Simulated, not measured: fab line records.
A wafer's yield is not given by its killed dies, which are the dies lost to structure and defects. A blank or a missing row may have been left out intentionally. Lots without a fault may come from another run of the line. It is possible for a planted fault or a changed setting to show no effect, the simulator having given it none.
Comparing a struck lot with a sound one :: flow n5_finfet :: 15 out of 1938 route steps
Sound: these wafers, L471.1, L471.2, L471.6. Struck: wafers L478.1, L478.3, L478.6. Last of all comes the cause.
Order at every step that has rows: each side's tool, ch and its chambers, its first start. Under that, the readings that differ: sound wafers :: struck wafers :: difference of the means :: sigmas: that difference in standard deviations of wafers without a fault.
alike: readings whose means differ by less than 2 such deviations, and words and numbers that are the same on both sides. not compared: withheld readings, readings that some wafer has no value for, bounds like >300 that may hide the same value, and numbers for which the record gives no deviation and whose values overlap.
Wherever a step has rows on one side only, a row that says differs or no value, or a row with sigmas, the two part there. Numbers that don't overlap but have no deviation are shown without sigmas and don't part them. A reading missing from all wafers of one side parts the sides only when that side holds two or more wafers.

N5_BEOL_M15_STRIP_36: strips in O2.
  sound on rie_diel-06 ch 0,2, day 11 14:47; struck on rie_diel-03 ch 0,1, day 13 00:29
  alike: drypump_motor_current_A, oes_product_au, rf_vpp_V, showerhead_plenum_p_Torr, throttle_valve_pct
  not compared: rf_hours_counter_h
N5_BEOL_M15_STRIP_62: strips in O2.
  sound on rie_diel-06 ch 0,2; struck on rie_diel-03 ch 0,1
  alike: drypump_motor_current_A, oes_product_au, rf_vpp_V, showerhead_plenum_p_Torr, throttle_valve_pct
  not compared: rf_hours_counter_h
then, 4 steps without rows for these wafers: N5_BEOL_M15_STRIP_37 (strips in O2); N5_BEOL_M15_ETCH_38 (etches SiCN in CF4/N2, target depth 106.4 nm, time 120.5 s); N5_BEOL_M15_PRECLEAN_39 (cleans in residue remover, time 60 s); N5_BEOL_M15_SRD_40 (time 30 s, dry time 30 s).
N5_BEOL_M15_DEGAS_41: time 60 s.
  sound: pvd_sputter-03 at day 11 15:29; struck: pvd_sputter-02 at day 13 01:09
  alike: heater_power_w
then, 1 step without rows for these wafers: N5_BEOL_M15_PRE_CLEAN_42 (time 30 s).
N5_BEOL_M15_SPUTTER_43: material TaN, target thk 15 nm, time 24.19 s.
  sound: pvd_sputter-03 at day 11 15:34; struck: pvd_sputter-02 at day 13 01:14
  alike: throttle_valve_pct
then, 1 step without rows for these wafers: N5_BEOL_M15_SPUTTER_44 (material Ta, target thk 15 nm, time 24.19 s).
N5_BEOL_M15_SPUTTER_45: material Cu, target thk 100 nm, time 16.67 s.
  sound: pvd_sputter-03 at day 11 15:43; struck: pvd_sputter-02 at day 13 01:23
  alike: throttle_valve_pct
then, 1 step without rows for these wafers: N5_BEOL_M15_ECD_47 (material Cu, target thk 1860 nm).
N5_BEOL_M15_ANNEAL_48: time 90 s.
  sound on rtp_anneal-02 ch 0, day 11 16:05; struck on rtp_anneal-01 ch 0, day 13 03:00
reading: wafer_temp_C_max
sound: 225.28 225.66 225.58
struck: 223.00 222.92 222.82
difference: -2.59
sigmas: -11
then, 1 step without rows for these wafers: N5_BEOL_M15_CMP_49 (polishes, stops on SiO2, t overpolish 4.9 s, target thk 850 nm).
N5_PASSIVATION_PROBE_49:
  sound: prober-02 at day 12 04:59; struck: prober-01 at day 13 18:17
  alike: defect_limited_yield, killed_at_M0_to_M3, killed_at_M4_up, killed_at_contacts, killed_at_front_end, killed_at_other, killed_dies, killed_open, killed_short, sort_bin_5_function, sort_bin_6_memory, sort_bin_8_speed, sort_n_pass, sort_yield_pct

## WHERE THEY PART
Only at N5_BEOL_M15_ANNEAL_48, within this record. Later steps at which nothing parts them and some readings are alike: N5_PASSIVATION_PROBE_49.

WHY: what the simulator had put in
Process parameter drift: rtp_anneal-01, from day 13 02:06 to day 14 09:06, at N5_BEOL_M15_ANNEAL_48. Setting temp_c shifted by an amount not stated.
